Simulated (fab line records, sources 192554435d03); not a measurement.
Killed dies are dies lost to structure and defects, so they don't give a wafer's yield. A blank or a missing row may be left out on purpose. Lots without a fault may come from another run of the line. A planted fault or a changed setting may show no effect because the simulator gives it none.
Which tool did it? | flow n5_finfet | 10 lots, 29 wafers sampled, at 3 steps of a route of 1938

WHAT THE GAUGES READ, wafer by wafer
N5_BEOL_M9_CD_MEAS_35: target cd 70 nm, target cd y 40 nm.
lot  | measured     | on        | cd_nm (nm)
L709 | day 10 07:44 | cd_sem-01 | 69.1 68.8 69.3
L711 | day 11 01:06 | cd_sem-01 | 69.0 70.2 69.7
L714 | day 11 07:06 | cd_sem-03 | 70.3 70.2 70.1
L715 | day 11 22:02 | cd_sem-02 | 70.0 70.2 69.9
L716 | day 12 00:01 | cd_sem-02 | 69.2 69.3 69.6
L717 | day 12 03:25 | cd_sem-02 | 70.1 70.4 70.7
L719 | day 12 10:34 | cd_sem-03 | 68.8 70.0 69.3
L720 | day 12 17:34 | cd_sem-02 | 70.8 70.3
L730 | day 16 01:54 | cd_sem-03 | 69.3 69.2 69.9
L732 | day 16 05:54 | cd_sem-02 | 69.7 70.2 71.0

WHICH TOOL RAN EACH LOT (tool, then ch and the chambers of the sampled wafers, then the start)
lot  | N5_BEOL_M9_ETCH_65                 | N5_BEOL_M9_VIA_ETCH_34
L709 | rie_diel-04 ch 1,3, day 10 07:11   | rie_diel-04 ch 1,3, day 10 07:19
L711 | rie_diel-04 ch 0,2,3, day 11 00:32 | rie_diel-04 ch 0,2,3, day 11 00:40
L714 | rie_diel-04 ch 0,1,2, day 11 06:33 | rie_diel-04 ch 0,1,2, day 11 06:41
L715 | rie_diel-05 ch 0,2, day 11 21:22   | rie_diel-05 ch 0,2, day 11 21:30
L716 | rie_diel-04 ch 0,3, day 11 23:26   | rie_diel-04 ch 0,3, day 11 23:34
L717 | rie_diel-02 ch 0,2, day 12 02:45   | rie_diel-02 ch 0,2, day 12 02:52
L719 | rie_diel-04 ch 0,2, day 12 10:01   | rie_diel-04 ch 0,2, day 12 10:08
L720 | rie_diel-04 ch 1,2, day 12 17:01   | rie_diel-04 ch 1,2, day 12 17:09
L730 | rie_diel-02 ch 1,3, day 16 01:20   | rie_diel-02 ch 1,3, day 16 01:28
L732 | rie_diel-04 ch 0,1,2, day 16 05:20 | rie_diel-04 ch 0,1,2, day 16 05:28
- N5_BEOL_M9_ETCH_65: etches SiARC in CF4, target depth 15.6 nm, time 26 s.
- N5_BEOL_M9_VIA_ETCH_34: etches SiCOH lowk in C4F6/O2, target depth 182.4 nm, time 68.4 s.

THE ANSWER, worked out from the rows above alone
Rule: what is usual is taken from the lots themselves. Put in order of their means at a reading, lots are off if they are a third of the lots or fewer, leave a main group of 4 or more, and stand apart from it by a gap of 3 or more times the standard deviation of the main group's means; of several such gaps the widest counts. A main group whose means are all the same, to the digits that the tables above print for the reading, isn't used. A lot without any number at a reading at which 4 lots or more have one is off too. The other lots that the step has rows for count as sound.
No lot is off at any reading shown: from this, nothing can be told.

WHAT THE SIMULATOR HAD PUT IN
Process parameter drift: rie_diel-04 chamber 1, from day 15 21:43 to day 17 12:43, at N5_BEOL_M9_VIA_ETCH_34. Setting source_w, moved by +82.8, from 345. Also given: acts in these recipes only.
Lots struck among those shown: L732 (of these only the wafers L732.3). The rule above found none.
